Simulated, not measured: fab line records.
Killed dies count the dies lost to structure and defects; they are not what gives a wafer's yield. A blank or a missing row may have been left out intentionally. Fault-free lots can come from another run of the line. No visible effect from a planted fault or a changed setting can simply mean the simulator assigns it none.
Split-lot study :: flow n5Finfet :: 21 wafers read from 7 lots, route of 1938 steps

== ON THE SPLIT ==
At N5_BEOL_M7_ETCH_41 (etches SiCN in CH3F/O2, target depth 31.9 nm, time 57.8 s), the setting sourceW was moved away from the recipe's 395 W on 5 of the 21 wafers read, by -13.1% to +16.9%. All remaining wafers had this setting at the recipe value.

Reading taken at the split's own step.

== THE READING ==
rfVppV, in V, at N5_BEOL_M7_ETCH_41 (etches SiCN in CH3F/O2, target depth 31.9 nm, time 57.8 s). Fault-free wafers of this fab line usually give 297.5 V, standard deviation 1.2 V.

wafer: L074.3
tool, chamber at the split: rieDiel-05, 2
sourceW as run, W: 343.2
against the recipe: -13.1%
rfVppV, V: 312.5
against lot-mates on the recipe: +14.1

wafer: L074.5
tool, chamber at the split: rieDiel-05, 0
sourceW as run, W: 395
against the recipe: recipe
rfVppV, V: 298.2
against lot-mates on the recipe: -

wafer: L074.6
tool, chamber at the split: rieDiel-05, 3
sourceW as run, W: 395
against the recipe: recipe
rfVppV, V: 298.5
against lot-mates on the recipe: -

wafer: L076.2
tool, chamber at the split: rieDiel-01, 3
sourceW as run, W: 395
against the recipe: recipe
rfVppV, V: 295.2
against lot-mates on the recipe: -

wafer: L076.4
tool, chamber at the split: rieDiel-01, 1
sourceW as run, W: 395
against the recipe: recipe
rfVppV, V: 297.6
against lot-mates on the recipe: -

wafer: L076.5
tool, chamber at the split: rieDiel-01, 2
sourceW as run, W: 395
against the recipe: recipe
rfVppV, V: 298.2
against lot-mates on the recipe: -

wafer: L087.1
tool, chamber at the split: rieDiel-05, 2
sourceW as run, W: 395
against the recipe: recipe
rfVppV, V: 298.4
against lot-mates on the recipe: -

wafer: L087.5
tool, chamber at the split: rieDiel-05, 2
sourceW as run, W: 395
against the recipe: recipe
rfVppV, V: 297.6
against lot-mates on the recipe: -

wafer: L087.6
tool, chamber at the split: rieDiel-05, 1
sourceW as run, W: 425.7
against the recipe: +7.8%
rfVppV, V: 290.5
against lot-mates on the recipe: -7.5

wafer: L088.1
tool, chamber at the split: rieDiel-02, 2
sourceW as run, W: 395
against the recipe: recipe
rfVppV, V: 299.0
against lot-mates on the recipe: -

wafer: L088.3
tool, chamber at the split: rieDiel-02, 3
sourceW as run, W: 395
against the recipe: recipe
rfVppV, V: 296.1
against lot-mates on the recipe: -

wafer: L088.6
tool, chamber at the split: rieDiel-02, 2
sourceW as run, W: 395
against the recipe: recipe
rfVppV, V: 298.8
against lot-mates on the recipe: -

wafer: L090.3
tool, chamber at the split: rieDiel-02, 0
sourceW as run, W: 461.8
against the recipe: +16.9%
rfVppV, V: 281.3
against lot-mates on the recipe: -16.7

wafer: L090.4
tool, chamber at the split: rieDiel-02, 2
sourceW as run, W: 395
against the recipe: recipe
rfVppV, V: 298.0
against lot-mates on the recipe: -

wafer: L090.6
tool, chamber at the split: rieDiel-02, 3
sourceW as run, W: 461.8
against the recipe: +16.9%
rfVppV, V: 283.0
against lot-mates on the recipe: -15.0

wafer: L092.3
tool, chamber at the split: rieDiel-01, 1
sourceW as run, W: 395
against the recipe: recipe
rfVppV, V: 296.5
against lot-mates on the recipe: -

wafer: L092.5
tool, chamber at the split: rieDiel-01, 3
sourceW as run, W: 395
against the recipe: recipe
rfVppV, V: 295.4
against lot-mates on the recipe: -

wafer: L092.6
tool, chamber at the split: rieDiel-01, 0
sourceW as run, W: 428.9
against the recipe: +8.6%
rfVppV, V: 289.9
against lot-mates on the recipe: -6.1

wafer: L091.2
tool, chamber at the split: rieDiel-01, 0
sourceW as run, W: 395
against the recipe: recipe
rfVppV, V: 297.8
against lot-mates on the recipe: -

wafer: L091.3
tool, chamber at the split: rieDiel-01, 3
sourceW as run, W: 395
against the recipe: recipe
rfVppV, V: 296.1
against lot-mates on the recipe: -

wafer: L091.5
tool, chamber at the split: rieDiel-01, 3
sourceW as run, W: 395
against the recipe: recipe
rfVppV, V: 296.7
against lot-mates on the recipe: -

FIT RESULTS
A straight line over all 21 wafers: rfVppV changes by -0.958 V for each +1% of sourceW; r = -0.98; the points scatter about the line by 1.3 V.
The same after taking each lot's own level away (the mean of its wafers on the recipe; 21 wafers): -0.956 V for each +1%; r = -0.99; scatter 1 V.
Per that fit: largest sourceW move, reading shift of 16 V.
From 295.95 to 298.35 V: that is the span of the lots' own levels, equal to 2.0 times the standard deviation above.
Hence the lot-to-lot level has little effect on the slope; both slopes agree.
Check: with one of the wafers moved furthest among these (+16.9%) left out of the fit, the line predicts -15.6 V for it against its lot-mates. Against them it came out at -16.7 V.
Tool readings at the split's step, against how far the setting was moved: rfVppV r = -0.98.

== FURTHER SPLITS ON THESE WAFERS ==
Before the reading, these wafers also passed through other splits. Each is held against what the fit with the lots' levels taken away leaves over:
other split on the same wafers: N5_BEOL_M4_COAT_76 spinRpm
wafers away from the commonest value: 7
r with rfVppV (lot level and that fit taken away): +0.04

other split on the same wafers: N5_BEOL_M5_HM_DEP_02 targetThkA
wafers away from the commonest value: 6
r with rfVppV (lot level and that fit taken away): -0.12

other split on the same wafers: N5_BEOL_M5_ETCH_41 sourceW
wafers away from the commonest value: 8
r with rfVppV (lot level and that fit taken away): -0.10

other split on the same wafers: N5_BEOL_M7_ILD_DEP_00 timeS
wafers away from the commonest value: 8
r with rfVppV (lot level and that fit taken away): +0.00

other split on the same wafers: N5_BEOL_M7_PECVD_70 tempC
wafers away from the commonest value: 8
r with rfVppV (lot level and that fit taken away): -0.43

other split on the same wafers: N5_BEOL_M7_TRENCH_ETCH_37 sourceW
wafers away from the commonest value: 4
r with rfVppV (lot level and that fit taken away): -0.01

== FILE'S OWN FIT ==
rfVppV changes by -0.952 V for each +1% of sourceW, r = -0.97.
